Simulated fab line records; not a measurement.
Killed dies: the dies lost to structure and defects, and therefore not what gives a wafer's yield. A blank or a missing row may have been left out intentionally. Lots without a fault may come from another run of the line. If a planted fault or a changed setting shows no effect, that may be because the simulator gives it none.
fab line records	flow nand_harc	part 1 of 2: steps 1 to 4 of 6
record lots=24	wafers=72	last_day=33
route steps=1302 shown A_CHANNEL_HOLE_D2@597 A_CHANNEL_FILL_D2@633 A_STAIRCASE@639
lots that met no fault: taken from a fault-free run of the same line
start_h: hours from the record's opening day to when the first of the lot's shown wafers began	wait_h: hours elapsed since this lot's preceding step	" the same as in the row above	L1.1+2: one row covering several wafers at once	- no value, or no start was given	* or withheld: withheld	< > ~ a bound
route shown NAME@n: a module of which the file shows steps, and the number in the route of the first	usual: mean/standard deviation of fault-free wafers	same: alike in all rows	chamber/n: place in a boat	sites: per-site readings	_std_site: how widely they spread, as a standard deviation	_edge_site: the outer-site mean with the inner-site mean subtracted	radius_mm: how far each site lies from the wafer's centre	mask NAME#n: copy n	behind: the last tool/chamber to shape the wafer	hold: cause of the lot's hold/its duration in hours/its outcome	device: names the non-switching transistor (n, p or np)	end of line: at the end of the route, the tests of the same wafers	a step with no rows: only its recipe	killed: the dies lost at the first sort to structure and to defects; this is not the yield of the wafer	map: a wafer's dies, x killed, . not, _ none there
set.NAME: the setting the step ran with; set.NAME@STEP: the setting that earlier step ran with	model.NAME: the simulator's own value behind a step, which no gauge read
the route's steps for a sample of lots (tables are steps, rows are wafers)
services: when a tool's chamber went out of use (start_h, in hours from the record's first day, below 0 if earlier), for how many hours, and the reason
## steps
# step NHARC_A_CHANNEL_HOLE_D2_ETCH_25
# recipe bias_v=5000	source_w=withheld	pressure_mtorr=20	time_s=1040.2	ar_flow_sccm=375	c4f8_flow_sccm=93.8	o2_flow_sccm=31.2	temp_c=-20	target_depth_a=15000	chemistry=C4F8/O2/Ar
# usual c4f8_flow_sccm=93.77/0.29	drypump_motor_current_A=5.58/0.11	oes_air_line_au=1.003/0.018	showerhead_plenum_p_Torr=3.65/0.11	throttle_valve_pct=32.235/0.0094
lot.wafer	tool	chamber	start_h	wait_h	c4f8_flow_sccm	drypump_motor_current_A	oes_air_line_au	rf_hours_counter_h	showerhead_plenum_p_Torr	throttle_valve_pct
L074.3	har_etch-02	0	286.24	0.7	93.80	5.63	0.997	-	3.67	32.223
L074.4	"	1	"	"	94.25	5.51	1.001	-	3.62	32.254
L074.5	"	1	"	"	94.18	5.49	0.997	-	3.62	32.241
L076.2	har_etch-01	1	303.48	0.6	94.16	5.45	1.015	159	3.69	32.230
L076.5	"	1	"	"	94.04	5.48	0.999	-	3.69	32.234
L076.6	"	0	"	"	93.55	5.76	0.993	-	3.58	32.242
L075.1	har_etch-02	0	308.03	0.6	93.40	5.61	0.987	362	3.66	32.228
L075.2	"	1	"	"	93.93	5.48	1.033	370	3.61	32.237
L075.5	"	0	"	"	93.47	5.58	0.973	-	3.66	32.234
L077.1	har_etch-02	1	324.33	0.6	94.02	5.51	1.011	374	3.61	32.236
L077.4	"	1	"	"	93.74	5.48	1.026	-	3.61	32.226
L077.5	"	0	"	"	94.03	5.63	0.956	-	3.65	32.247
L078.3	har_etch-02	0	334.84	0.7	93.16	5.60	1.011	-	3.65	32.260
L078.6	"	1	"	"	93.97	5.52	1.015	-	3.61	32.235
L078.5	"	0	"	"	93.23	5.62	1.017	-	3.65	32.234
L079.4	har_etch-02	0	354.30	0.7	93.76	5.62	1.010	-	3.64	32.227
L079.5	"	1	"	"	93.67	5.49	1.005	-	3.60	32.236
L079.6	"	0	"	"	93.74	5.61	1.001	-	3.64	32.235
L080.4	har_etch-01	1	354.91	0.7	93.84	5.47	1.011	-	3.67	32.238
L080.3	"	0	"	"	93.85	5.76	1.012	-	3.57	32.241
L080.6	"	1	"	"	93.97	5.46	1.013	-	3.67	32.222
L081.1	har_etch-01	0	375.65	0.6	93.64	5.75	1.022	197	3.56	32.219
L081.4	"	0	"	"	93.46	5.79	1.023	-	3.56	32.254
L081.5	"	0	"	"	93.69	5.79	1.013	-	3.56	32.226
L082.2	har_etch-02	0	378.32	0.7	93.51	5.59	0.988	396	3.64	32.242
L082.1	"	1	"	"	93.94	5.49	1.006	404	3.59	32.219
L082.3	"	1	"	"	93.65	5.49	1.004	-	3.59	32.253
L083.1	har_etch-01	1	396.61	0.6	93.10	5.48	1.017	216	3.66	32.239
L083.3	"	0	"	"	93.85	5.71	1.001	-	3.55	32.243
L083.6	"	1	"	"	93.24	5.49	0.961	-	3.66	32.241
L086.1	har_etch-02	0	407.30	0.6	94.14	5.63	0.989	7	3.63	32.241
L086.4	"	1	"	"	93.49	5.48	1.005	-	3.92	32.246
L086.6	"	1	"	"	93.73	5.54	1.008	-	3.92	32.232
L085.2	har_etch-01	1	407.52	0.7	93.93	5.48	0.962	224	3.65	32.243
L085.3	"	1	"	"	93.59	5.46	0.996	-	3.65	32.216
L085.6	"	0	"	"	93.99	5.74	1.011	-	3.55	32.245
L084.1	har_etch-02	1	411.31	0.6	94.25	5.46	1.001	11	3.92	32.236
L084.2	"	0	"	"	93.97	5.58	0.997	11	3.63	32.237
L084.5	"	0	"	"	93.98	5.61	1.021	-	3.63	32.245
L087.3	har_etch-01	0	419.79	0.7	93.44	5.75	0.975	-	3.54	32.241
L087.4	"	1	"	"	93.90	5.47	1.002	-	3.65	32.240
L087.6	"	0	"	"	93.71	5.73	0.989	-	3.54	32.242
L088.4	har_etch-01	0	443.21	0.7	93.96	5.70	1.032	-	3.54	32.225
L088.5	"	1	"	"	93.84	5.48	0.985	-	3.64	32.234
L088.6	"	0	"	"	94.37	5.73	1.017	-	3.54	32.252
L089.2	har_etch-01	0	451.87	0.6	93.86	5.72	0.986	251	3.53	32.225
L089.1	"	1	"	"	93.78	5.44	1.009	251	3.64	32.222
L089.4	"	0	"	"	93.60	5.73	0.975	-	3.53	32.235
L090.4	har_etch-02	1	456.27	0.7	94.21	5.50	0.999	-	3.91	32.235
L090.3	"	0	"	"	93.67	5.62	1.019	-	3.62	32.248
L090.5	"	0	"	"	93.65	5.63	0.978	-	3.62	32.226
L091.1	har_etch-02	1	482.33	0.6	93.86	5.47	1.030	48	3.90	32.247
L091.4	"	1	"	"	93.86	5.46	1.032	-	3.90	32.249
L091.5	"	1	"	"	93.75	5.47	1.004	-	3.90	32.231
L092.2	har_etch-01	0	487.21	0.6	93.63	5.70	0.989	270	3.52	32.237
L092.1	"	1	"	"	93.44	5.47	1.001	270	3.63	32.224
L092.3	"	0	"	"	94.02	5.73	1.037	-	3.52	32.213
L094.3	har_etch-01	1	497.49	0.7	93.82	5.48	0.977	-	3.63	32.228
L094.5	"	0	"	"	93.87	5.77	1.004	-	3.52	32.240
L094.6	"	1	"	"	94.01	5.49	1.007	-	3.63	32.232
L093.1	har_etch-02	0	499.66	0.7	94.08	5.61	1.006	60	3.60	32.240
L093.4	"	0	"	"	93.06	5.61	1.011	-	3.60	32.250
L093.5	"	0	"	"	93.47	5.63	0.996	-	3.60	32.232
L095.2	har_etch-02	1	517.70	0.6	93.56	5.48	1.003	68	3.89	32.222
L095.4	"	0	"	"	93.61	5.63	1.046	-	3.60	32.239
L095.6	"	1	"	"	93.72	5.49	0.999	-	3.89	32.232
L097.2	har_etch-01	1	525.37	0.6	94.03	5.46	0.998	289	3.62	32.226
L097.1	"	0	"	"	93.10	5.73	1.014	289	3.51	32.225
L097.6	"	1	"	"	93.82	5.46	0.972	-	3.62	32.241
L096.1	har_etch-02	1	526.02	0.6	93.80	5.47	1.035	76	3.88	32.240
L096.2	"	0	"	"	94.32	5.61	1.031	76	3.60	32.220
L096.5	"	0	"	"	94.06	5.62	1.033	-	3.60	32.230
# step NHARC_A_CHANNEL_FILL_D2_CMP_10
# recipe target_thk_nm=150
# usual edge_zone_pressure_frac=1.000/0.0049	motor_current_A=12.1/1.2	time_to_endpoint_s=14.7/2.9
lot.wafer	tool	chamber	start_h	wait_h	edge_zone_pressure_frac	motor_current_A	time_to_endpoint_s
L074.4	cmp-02	2	339.20	0.4	0.993	11.3	16.4
L074.3	"	1	"	"	0.996	11.7	20.0
L074.5	"	3	"	"	1.003	14.7	13.5
L076.2	cmp-04	3	356.02	0.4	0.998	13.9	14.4
L076.6	"	2	"	"	0.999	11.3	13.0
L076.5	"	3	"	"	1.005	13.5	9.4
L075.1	cmp-02	3	363.56	0.4	1.002	16.0	10.2
L075.2	"	0	"	"	1.007	12.0	13.8
L075.5	"	2	"	"	1.009	11.5	9.3
L077.4	cmp-03	0	379.58	0.4	1.002	13.3	15.5
L077.1	"	2	"	"	0.992	11.3	15.6
L077.5	"	0	"	"	1.001	12.7	14.0
L078.3	cmp-04	3	388.02	0.4	1.006	13.6	12.8
L078.6	"	2	"	"	0.996	10.9	12.5
L078.5	"	3	"	"	1.003	13.6	11.7
L080.3	cmp-02	2	408.95	0.4	1.000	11.2	10.3
L080.4	"	3	"	"	1.011	15.0	9.2
L080.6	"	1	"	"	0.993	12.4	17.7
L079.4	cmp-03	2	409.00	0.4	0.998	10.9	10.8
L079.5	"	3	"	"	0.998	11.0	12.6
L079.6	"	0	"	"	0.999	13.2	11.7
L082.3	cmp-04	1	434.66	0.4	0.991	10.6	12.5
L082.2	"	2	"	"	0.992	11.2	15.3
L082.1	"	3	"	"	1.011	12.8	10.5
L081.4	cmp-02	3	434.68	0.4	1.000	14.9	12.0
L081.1	"	1	"	"	0.997	11.5	18.8
L081.5	"	2	"	"	0.994	11.3	10.0
L083.3	cmp-03	3	449.16	0.4	1.011	11.7	16.4
L083.1	"	0	"	"	1.004	13.1	12.7
L083.6	"	2	"	"	0.998	10.6	15.6
L086.4	cmp-04	3	457.65	0.4	1.010	12.8	13.9
L086.1	"	2	"	"	1.006	11.5	15.2
L086.6	"	0	"	"	0.997	12.7	17.7
L085.2	cmp-03	0	457.65	0.4	0.991	12.3	13.7
L085.3	"	1	"	"	1.007	11.5	12.5
L085.6	"	1	"	"	1.004	11.7	10.4
L084.1	cmp-02	1	462.45	0.4	1.000	12.1	18.1
L084.2	"	3	"	"	0.998	15.2	11.9
L084.5	"	1	"	"	0.999	12.3	17.8
L087.3	cmp-02	1	469.29	0.4	0.995	12.2	23.6
L087.4	"	3	"	"	1.014	13.9	15.9
L087.6	"	0	"	"	1.002	13.0	20.2
L088.4	cmp-02	3	493.21	0.4	0.999	14.7	14.6
L088.5	"	2	"	"	1.006	11.9	12.7
L088.6	"	3	"	"	1.005	14.7	12.8
L089.2	cmp-02	0	504.53	0.4	1.005	12.7	15.2
L089.1	"	1	"	"	1.008	12.2	19.1
L089.4	"	3	"	"	0.988	14.5	10.9
L090.4	cmp-03	3	504.58	0.4	0.996	11.9	14.3
L090.3	"	0	"	"	0.998	12.9	13.1
L090.5	"	1	"	"	1.003	11.8	15.0
L092.3	cmp-04	1	535.45	0.4	0.998	10.5	17.1
L092.2	"	3	"	"	0.997	12.6	17.9
L092.1	"	0	"	"	1.010	13.0	20.2
L091.1	cmp-03	1	535.45	0.4	0.992	11.9	15.0
L091.4	"	3	"	"	1.002	11.2	16.8
L091.5	"	2	"	"	1.007	11.2	16.2
L094.3	cmp-03	0	547.47	0.4	1.006	13.0	13.1
L094.6	"	0	"	"	1.002	13.2	14.7
L094.5	"	1	"	"	0.994	11.5	15.8
L093.4	cmp-02	1	547.52	0.4	1.011	11.7	22.6
L093.1	"	2	"	"	1.001	11.0	12.7
L093.5	"	0	"	"	0.999	12.0	17.7
L095.4	cmp-03	1	568.35	0.4	0.999	11.3	11.9
L095.2	"	3	"	"	0.999	11.3	14.2
L095.6	"	0	"	"	1.005	12.5	14.1
L096.1	cmp-02	1	575.17	0.4	1.000	11.8	20.7
L096.2	"	3	"	"	1.005	14.7	14.8
L096.5	"	2	"	"	1.005	11.4	12.8
L097.1	cmp-03	0	575.19	0.4	0.997	12.5	14.5
L097.2	"	1	"	"	0.993	11.6	14.0
L097.6	"	0	"	"	1.005	12.9	14.0
# step NHARC_A_STAIRCASE_DEP_156
# recipe target_thk_a=500	temp_c=400	target_thk_nm=50	flow_sccm=200	rf_w=450	material=SiNx
# usual heater_power_w=694/77	rf_fwd_power_W=448.3/1.4
lot.wafer	tool	chamber	start_h	wait_h	heater_power_w	rf_fwd_power_W
L074.3	pecvd-02	2	339.95	0.1	704	446.4
L074.4	"	0	"	"	719	449.0
L074.5	"	1	"	"	763	449.8
L076.2	pecvd-02	2	356.88	0.1	568	450.3
L076.5	"	1	"	"	796	446.9
L076.6	"	2	"	"	580	448.4
L075.2	pecvd-03	1	364.39	0.1	787	450.4
L075.1	"	2	"	"	614	447.3
L075.5	"	1	"	"	823	448.4
L077.1	pecvd-04	0	380.26	0.1	746	446.4
L077.5	"	0	"	"	771	448.2
L077.4	"	1	"	"	795	448.2
L078.3	pecvd-02	1	388.68	0.1	722	447.1
L078.6	"	1	"	"	728	447.5
L078.5	"	0	"	"	613	447.8
L079.4	pecvd-03	1	409.69	0.1	793	447.1
L079.5	"	2	"	"	622	448.4
L079.6	"	0	"	"	643	447.6
L080.3	pecvd-03	0	409.80	0.3	569	448.2
L080.6	"	2	"	"	596	448.6
L080.4	"	1	"	"	790	449.1
L082.1	pecvd-02	1	435.34	0.1	717	446.3
L082.2	"	2	"	"	697	449.2
L082.3	"	0	"	"	628	448.2
L081.1	pecvd-02	2	435.57	0.2	666	450.4
L081.5	"	0	"	"	626	447.9
L081.4	"	1	"	"	831	448.1
L083.3	pecvd-04	0	449.82	0.1	669	452.2
L083.1	"	1	"	"	774	448.8
L083.6	"	1	"	"	772	449.3
L086.1	pecvd-02	0	458.39	0.1	692	449.4
L086.6	"	1	"	"	808	450.0
L086.4	"	2	"	"	645	449.2
L085.2	pecvd-03	2	458.40	0.1	684	446.4
L085.3	"	1	"	"	749	448.3
L085.6	"	0	"	"	514	447.0
L084.1	pecvd-04	2	463.13	0.1	806	448.6
L084.2	"	1	"	"	756	446.9
L084.5	"	2	"	"	791	448.7
L087.3	pecvd-02	1	470.00	0.1	676	447.6
L087.6	"	0	"	"	579	447.4
L087.4	"	1	"	"	690	447.9
L088.6	pecvd-02	2	493.96	0.1	585	446.9
L088.4	"	0	"	"	582	448.4
L088.5	"	1	"	"	778	446.6
L089.1	pecvd-03	2	505.24	0.1	665	447.6
L089.2	"	0	"	"	618	446.2
L089.4	"	1	"	"	784	448.0
L090.3	pecvd-04	0	505.35	0.1	681	449.5
L090.4	"	1	"	"	691	447.7
L090.5	"	2	"	"	754	445.4
L092.2	pecvd-03	1	536.13	0.1	790	448.0
L092.1	"	2	"	"	590	448.2
L092.3	"	0	"	"	617	447.1
L091.1	pecvd-02	0	536.14	0.1	591	448.3
L091.5	"	1	"	"	777	448.8
L091.4	"	2	"	"	614	448.7
L094.3	pecvd-04	2	548.21	0.1	729	446.7
L094.6	"	0	"	"	756	448.9
L094.5	"	1	"	"	691	451.9
L093.1	pecvd-04	1	548.39	0.3	724	450.3
L093.4	"	0	"	"	737	449.0
L093.5	"	1	"	"	742	451.5
L095.2	pecvd-02	1	569.04	0.1	764	452.8
L095.6	"	0	"	"	624	447.5
L095.4	"	2	"	"	727	448.0
L096.2	pecvd-04	1	575.85	0.1	649	448.0
L096.1	"	2	"	"	775	447.8
L096.5	"	2	"	"	781	448.7
L097.2	pecvd-02	2	575.86	0.1	641	449.7
L097.1	"	0	"	"	642	447.8
L097.6	"	0	"	"	613	447.0
# step NHARC_A_STAIRCASE_ETCH_169
# recipe target_depth_a=500	time_s=107.1	ion_energy_ev=120	ch3f_flow_sccm=50	o2_flow_sccm=30	ar_flow_sccm=200	rf_w=500	bias_w=100	chemistry=CH3F/O2
# usual drypump_motor_current_A=5.8/0.36	oes_product_au=0.967/0.016	rf_fwd_power_W=497.1/1.6	rf_vpp_V=244.3/1.7	showerhead_plenum_p_Torr=2.46/0.11	throttle_valve_pct=20.663/0.0093
lot.wafer	tool	chamber	start_h	wait_h	drypump_motor_current_A	oes_product_au	rf_fwd_power_W	rf_hours_counter_h	rf_vpp_V	showerhead_plenum_p_Torr	throttle_valve_pct
L074.4	rie_diel-01	0	340.84	0.1	5.7	0.984	499.3	39	241.8	2.39	20.664
L074.3	"	1	"	"	6.3	0.963	495.1	38	242.3	2.30	20.665
L074.5	"	0	"	"	5.7	0.985	497.0	-	243.7	2.39	20.646
L076.2	rie_diel-01	0	357.90	0.1	5.7	0.984	496.2	44	242.3	2.39	20.659
L076.6	"	0	"	"	5.7	0.993	497.6	-	243.2	2.39	20.666
L076.5	"	1	"	"	6.2	0.968	499.1	-	242.3	2.30	20.678
L075.1	rie_diel-04	0	365.43	0.1	5.8	0.977	497.8	0	246.1	2.61	20.664
L075.2	"	2	"	"	5.7	0.957	500.7	0	245.7	2.50	20.677
L075.5	"	0	"	"	5.7	0.975	499.1	-	246.2	2.61	20.662
L077.1	rie_diel-04	2	381.42	0.1	5.6	0.931	498.5	4	244.4	2.50	20.661
L077.4	"	0	"	"	5.8	0.941	496.5	4	247.0	2.61	20.675
L077.5	"	2	"	"	5.7	0.939	498.4	-	244.4	2.50	20.657
L078.3	rie_diel-07	2	389.74	0.1	5.2	0.972	497.4	28	243.7	2.37	20.664
L078.6	"	2	"	"	5.1	0.964	498.0	-	241.8	2.37	20.664
L078.5	"	3	"	"	5.4	0.960	497.0	-	248.3	2.62	20.662
L079.4	rie_diel-01	3	410.68	0.1	6.3	0.970	498.8	5	244.2	2.46	20.644
L079.5	"	2	"	"	5.7	0.965	496.3	-	245.1	2.46	20.668
L079.6	"	3	"	"	6.3	0.965	499.5	-	244.0	2.46	20.660
L080.4	rie_diel-04	3	410.83	0.1	5.6	0.992	496.9	15	245.1	2.50	20.660
L080.3	"	2	"	"	5.7	0.963	500.4	15	244.6	2.49	20.675
L080.6	"	3	"	"	5.6	0.983	494.8	-	246.0	2.50	20.648
L082.3	rie_diel-01	1	436.41	0.1	6.2	0.961	495.2	14	241.1	2.29	20.679
L082.2	"	3	"	"	6.3	0.981	497.2	13	244.3	2.46	20.664
L082.1	"	0	"	"	5.7	0.984	496.1	12	243.4	2.38	20.658
L081.4	rie_diel-07	0	436.59	0.1	5.2	0.980	494.4	40	245.5	2.53	20.662
L081.1	"	1	"	"	5.8	0.978	498.5	40	246.1	2.62	20.670
L081.5	"	3	"	"	5.4	0.946	496.6	-	245.7	2.62	20.664
L083.1	rie_diel-01	3	450.88	0.1	6.3	0.971	498.3	18	243.5	2.45	20.664
L083.3	"	0	"	"	5.7	0.982	495.2	18	242.9	2.38	20.677
L083.6	"	2	"	"	5.7	0.984	494.3	-	244.3	2.46	20.662
L086.1	rie_diel-07	2	459.40	0.1	5.2	0.970	495.9	47	243.1	2.36	20.681
L086.4	"	3	"	"	5.4	0.945	496.0	52	246.4	2.61	20.669
L086.6	"	2	"	"	5.2	0.980	494.9	-	243.4	2.36	20.662
L085.2	rie_diel-01	2	459.56	0.1	5.7	0.954	495.9	21	244.3	2.46	20.657
L085.3	"	0	"	"	5.7	1.001	495.2	19	245.1	2.38	20.658
L085.6	"	2	"	"	5.7	0.957	494.4	-	243.8	2.46	20.673
L084.1	rie_diel-01	2	464.07	0.1	5.7	0.975	498.4	22	245.6	2.46	20.660
L084.2	"	1	"	"	6.3	0.971	500.3	22	241.6	2.28	20.660
L084.5	"	3	"	"	6.3	0.980	497.2	-	243.8	2.45	20.661
L087.3	rie_diel-07	1	471.11	0.1	5.9	0.946	496.6	49	247.0	2.62	20.668
L087.4	"	3	"	"	5.4	0.927	495.3	57	245.9	2.61	20.670
L087.6	"	2	"	"	5.2	0.935	497.0	-	242.8	2.36	20.668
L088.4	rie_diel-04	2	494.82	0.1	5.7	0.957	497.3	43	244.9	2.48	20.669
L088.5	"	1	"	"	5.5	0.969	498.8	-	244.5	2.57	20.659
L088.6	"	2	"	"	5.7	0.962	498.0	-	245.5	2.48	20.651
L089.2	rie_diel-07	0	506.27	0.1	5.2	0.958	496.2	7	244.9	2.52	20.655
L089.4	"	1	"	"	5.9	0.969	496.2	7	245.7	2.61	20.655
L089.1	"	3	"	"	5.4	0.932	496.0	6	246.6	2.61	20.652
L090.4	rie_diel-01	0	506.43	0.1	5.7	0.977	493.7	39	242.8	2.37	20.672
L090.3	"	2	"	"	5.7	0.968	497.2	36	243.5	2.45	20.662
L090.5	"	0	"	"	5.7	0.980	496.3	-	242.4	2.37	20.666
L092.2	rie_diel-01	1	537.20	0.1	6.2	0.962	499.8	44	242.6	2.28	20.650
L092.1	"	2	"	"	5.7	0.955	500.0	47	243.1	2.45	20.660
L092.3	"	0	"	"	5.7	0.991	497.9	46	243.5	2.37	20.677
L091.1	rie_diel-01	0	537.37	0.1	5.7	0.962	497.4	46	243.2	2.37	20.673
L091.4	"	1	"	"	6.3	0.952	497.2	44	241.3	2.28	20.660
L091.5	"	0	"	"	5.7	0.968	496.9	-	243.7	2.37	20.666
L094.3	rie_diel-01	0	549.11	0.1	5.7	0.990	497.2	50	242.5	2.36	20.673
L094.6	"	3	"	"	6.3	0.994	495.9	-	243.7	2.44	20.657
L094.5	"	0	"	"	5.7	0.987	496.6	-	242.4	2.36	20.665
L093.1	rie_diel-04	2	549.42	0.1	5.6	0.962	499.0	5	244.0	2.47	20.663
L093.5	"	1	"	"	5.5	0.952	497.7	-	245.3	2.57	20.681
L093.4	"	2	"	"	5.6	0.951	498.6	-	244.5	2.47	20.664
L095.2	rie_diel-07	0	569.97	0.1	5.2	0.966	497.9	22	245.8	2.52	20.651
L095.4	"	1	"	"	5.8	0.963	497.6	24	245.8	2.61	20.655
L095.6	"	3	"	"	5.4	0.977	493.8	-	245.8	2.60	20.656
L096.2	rie_diel-01	2	576.93	0.1	5.7	0.965	497.7	5	243.7	2.44	20.653
L096.1	"	1	"	"	6.2	0.952	498.2	5	245.8	2.66	20.673
L096.5	"	0	"	"	5.7	0.984	496.3	-	244.1	2.36	20.667
L097.1	rie_diel-01	1	577.30	0.3	6.2	0.930	494.2	5	247.5	2.66	20.667
L097.2	"	0	"	"	5.7	0.951	492.6	5	242.7	2.36	20.646
L097.6	"	0	"	"	5.7	0.955	495.4	-	242.3	2.36	20.659
